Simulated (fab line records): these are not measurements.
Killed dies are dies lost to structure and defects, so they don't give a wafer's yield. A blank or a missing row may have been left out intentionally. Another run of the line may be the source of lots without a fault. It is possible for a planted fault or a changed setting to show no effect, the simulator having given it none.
Chamber matching / flow nand-harc / 4 sister chambers for NHARC_A_WL_FILL_ALD_02 on ald-metal-02
The step deposits TiN, target thk 2 nm, pulse time 3 s, ald cycles 100. 16 wafers are shown with their chamber, then 8 later ones without.

## WAFERS PAIRED WITH THEIR CHAMBERS
wafer=L075.1; chamber=3; heater-power-w (W)=1048; precursor-pulse-height-rel=0.994
wafer=L075.2; chamber=1; heater-power-w (W)=1181; precursor-pulse-height-rel=1.025
wafer=L075.3; chamber=0; heater-power-w (W)=1108; precursor-pulse-height-rel=0.982
wafer=L075.4; chamber=2; heater-power-w (W)=1063; precursor-pulse-height-rel=0.970
wafer=L075.5; chamber=2; heater-power-w (W)=1102; precursor-pulse-height-rel=1.001
wafer=L075.6; chamber=1; heater-power-w (W)=1158; precursor-pulse-height-rel=0.964
wafer=L076.1; chamber=0; heater-power-w (W)=1100; precursor-pulse-height-rel=1.013
wafer=L076.4; chamber=2; heater-power-w (W)=1074; precursor-pulse-height-rel=0.998
wafer=L076.5; chamber=0; heater-power-w (W)=1096; precursor-pulse-height-rel=0.997
wafer=L078.1; chamber=1; heater-power-w (W)=1161; precursor-pulse-height-rel=0.968
wafer=L078.4; chamber=2; heater-power-w (W)=1051; precursor-pulse-height-rel=1.015
wafer=L078.6; chamber=3; heater-power-w (W)=1018; precursor-pulse-height-rel=0.964
wafer=L081.1; chamber=0; heater-power-w (W)=1065; precursor-pulse-height-rel=0.986
wafer=L081.3; chamber=1; heater-power-w (W)=1147; precursor-pulse-height-rel=1.001
wafer=L081.4; chamber=2; heater-power-w (W)=1123; precursor-pulse-height-rel=0.998
wafer=L083.1; chamber=0; heater-power-w (W)=1071; precursor-pulse-height-rel=0.989

SIGNATURES (averages over the wafers above)
reading=heater-power-w; chamber 0=1088.00; chamber 1=1161.75; chamber 2=1082.60; chamber 3=1033.00; scatter within a chamber=22.3
reading=precursor-pulse-height-rel; chamber 0=0.99340; chamber 1=0.98950; chamber 2=0.99640; chamber 3=0.97900; scatter within a chamber=0.0196
Rule: for each reading, subtract the chamber's mean from the wafer's reading, divide by that reading's scatter and square the result; add these up over the readings and take the root, which gives the wafer's distance from the chamber. If the next closest chamber is less than 2 further off than the closest, the wafer can't be placed; otherwise it belongs to the closest. How the scatter is found: for the shown wafers, subtract from each reading the mean of its chamber, square and add these, divide the total by (wafers less chambers), then take the root.

## WAFERS WITH NO CHAMBER GIVEN
wafer=L083.3; heater-power-w (W)=1018; precursor-pulse-height-rel=0.977
wafer=L083.6; heater-power-w (W)=1067; precursor-pulse-height-rel=0.988
wafer=L086.1; heater-power-w (W)=1046; precursor-pulse-height-rel=1.005
wafer=L086.4; heater-power-w (W)=1113; precursor-pulse-height-rel=0.998
wafer=L086.6; heater-power-w (W)=1087; precursor-pulse-height-rel=0.978
wafer=L095.1; heater-power-w (W)=1136; precursor-pulse-height-rel=1.007
wafer=L095.2; heater-power-w (W)=1094; precursor-pulse-height-rel=1.005
wafer=L095.6; heater-power-w (W)=1079; precursor-pulse-height-rel=1.023

## CHAMBER TAKEN BY EACH
wafer=L083.3; from the rows above=3; in truth=3
wafer=L083.6; from the rows above=can't be placed: 2 or 0 or 3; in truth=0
wafer=L086.1; from the rows above=can't be placed: 3 or 2 or 0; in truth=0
wafer=L086.4; from the rows above=can't be placed: 0 or 2 or 1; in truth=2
wafer=L086.6; from the rows above=can't be placed: 0 or 2 or 3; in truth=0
wafer=L095.1; from the rows above=can't be placed: 1 or 0 or 2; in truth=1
wafer=L095.2; from the rows above=can't be placed: 0 or 2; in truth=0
wafer=L095.6; from the rows above=can't be placed: 2 or 0 or 3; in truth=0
1 of 8 placed correctly. Unplaceable from these rows: 7, with the true chamber sitting among the candidates in 7. 0 placed wrongly.
